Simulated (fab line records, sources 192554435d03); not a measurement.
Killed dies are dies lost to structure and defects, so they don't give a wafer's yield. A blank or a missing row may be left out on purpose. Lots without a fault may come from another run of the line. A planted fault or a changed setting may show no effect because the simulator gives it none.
Chamber matching | flow n5_finfet | N5_ILD0_LINER_00 on ald_sin-03: 4 sister chambers
The step material SiNx, target thk 4 nm, pulse time 1 s, purge time 2 s. 4 wafers are shown with their chamber, then 12 later ones without.

WAFERS WITH THEIR CHAMBER
wafer  | chamber | heater_power_w (W)
L087.4 | 2       | 975
L088.1 | 1       | 787
L088.3 | 3       | 705
L088.5 | 0       | 1002

WAFERS WITHOUT THEIR CHAMBER
wafer  | heater_power_w (W)
L089.2 | 940
L089.3 | 775
L089.6 | 965
L090.1 | 715
L090.2 | 947
L090.6 | 995
L095.1 | 709
L095.2 | 743
L095.4 | 968
L097.1 | 783
L097.4 | 958
L097.5 | 789

WHICH CHAMBER EACH WENT THROUGH
wafer  | from the rows above     | in truth
L089.2 | can't be placed: 2 or 0 | 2
L089.3 | 1                       | 1
L089.6 | can't be placed: 2 or 0 | 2
L090.1 | 3                       | 3
L090.2 | can't be placed: 2 or 0 | 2
L090.6 | can't be placed: 0 or 2 | 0
L095.1 | 3                       | 3
L095.2 | can't be placed: 3 or 1 | 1
L095.4 | can't be placed: 2 or 0 | 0
L097.1 | 1                       | 1
L097.4 | can't be placed: 2 or 0 | 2
L097.5 | 1                       | 1
Placed correctly: 5 of 12. Can't be placed from these rows: 7 (the true chamber is among the candidates in 7). Placed wrongly: 0.
How it was worked out, from the rows above alone: a wafer's distance from a chamber is the root of the sum, over the readings, of the square of ((its reading less the chamber's mean) divided by the reading's scatter). The wafer belongs to the nearest chamber; if the next one is less than 2 further off, it can't be placed. A chamber's mean is the mean of its shown wafers. The scatter: with one shown wafer a chamber, the root of the mean of the squares of how far each hidden wafer lies from its nearest shown one.
